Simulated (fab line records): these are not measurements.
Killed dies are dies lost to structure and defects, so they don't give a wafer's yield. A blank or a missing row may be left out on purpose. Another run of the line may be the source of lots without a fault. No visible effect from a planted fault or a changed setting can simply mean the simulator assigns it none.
Struck lot and sound lot, side by side + flow n5Finfet + 15 steps out of a route of 1938
Sound: the wafers L565.1, L565.2, L565.5. Wafers struck: L580.1, L580.2, L580.6. Last of all comes the cause.
Per side, at each step with rows, come the tool, then ch with its chambers, and then its first start. Under that, the readings that differ: sound wafers + struck wafers + difference of the means + sigmas: that difference in standard deviations of wafers without a fault.
alike: readings whose means differ by less than 2 such deviations, and words and numbers that are the same on both sides. not compared: withheld readings, readings that some wafer has no value for, bounds like >300 that may hide the same value, and numbers for which the record gives no deviation and whose values overlap.
A row with sigmas, a row that says differs or no value, or rows on one side alone: a step with any of these is where the two part. Numbers that have no deviation but don't overlap get no sigmas and don't part them. A reading missing from all wafers of one side parts the sides only when that side holds two or more wafers.

first, 1 step without rows for these wafers: N5_PASSIVATION_PECVD_00 (deposits SiO2 from SiH4/N2O, target thk 200 nm, time 11.2 s).
N5_MIM_BOT_DEGAS_01: time 60 s.
  struck on pvdSputter-03, day 16 09:54; sound on pvdSputter-02, day 12 01:39
  alike: heaterPowerW
N5_MIM_BOT_SPUTTER_00: material TiN, target thk 35 nm, time 89.7 s.
  struck on pvdSputter-03, day 16 09:56; sound on pvdSputter-02, day 12 01:41
  alike: throttleValvePct
N5_MIM_TOP_ALD_00: deposits Al2O3, purge time 3 s, co reactant pulse time 3 s.
  sound on aldHk-03 ch 0,1,2, day 12 01:48; struck on aldHk-01 ch 0,1,3, day 16 10:02
  alike: precursorPulseHeightRel
N5_MIM_TOP_ALD_01: deposits HfO2, target thk 5.6 nm, pulse time 1 s, purge time 3 s.
  sound on aldHk-03 ch 0,1,2; struck on aldHk-01 ch 0,1,3
  alike: precursorPulseHeightRel
then, 2 steps without rows for these wafers: N5_MIM_TOP_ALD_02 (deposits Al2O3, purge time 3 s, co reactant pulse time 3 s); N5_MIM_TOP_DEGAS_04 (time 60 s).
N5_MIM_TOP_SPUTTER_03: material TiN, target thk 35 nm, time 89.7 s.
  struck on pvdSputter-01, day 16 13:47; sound on pvdSputter-02, day 12 04:04
  alike: throttleValvePct
then, 4 steps without rows for these wafers: N5_MIM_TOP_LITHO_HMDS_01 (time 60 s); N5_MIM_TOP_LITHO_COAT_02; N5_MIM_TOP_LITHO_EBR_04; N5_MIM_TOP_LITHO_SOFTBAKE_03 (time 90 s).
N5_MIM_TOP_LITHO_EXPOSE_05: exposes mask MIM TOP, target cd 2000 nm.
  sound on krfScanner-01 ch 0, day 12 04:25; struck on krfScanner-02 ch 0, day 16 14:08
| reading                             | sound       | struck      | difference | sigmas |
|-------------------------------------|-------------|-------------|------------|--------|
| model.MIM_TOP_LITHO.overlayXNm (nm) | 1.6 1.6 1.6 | 0.2 0.2 0.2 | -1.4       |        |
  alike: mask
following that, these wafers have no rows for 1 step: N5_MIM_TOP_LITHO_PEB_06.
N5_PASSIVATION_PROBE_49:
  rows exist in the record for the struck wafers here (prober-01, day 17 05:05), but not for the sound ones

WHERE THEY PART
Within this record, at N5_PASSIVATION_PROBE_49 only.

WHY: the cause the simulator had injected
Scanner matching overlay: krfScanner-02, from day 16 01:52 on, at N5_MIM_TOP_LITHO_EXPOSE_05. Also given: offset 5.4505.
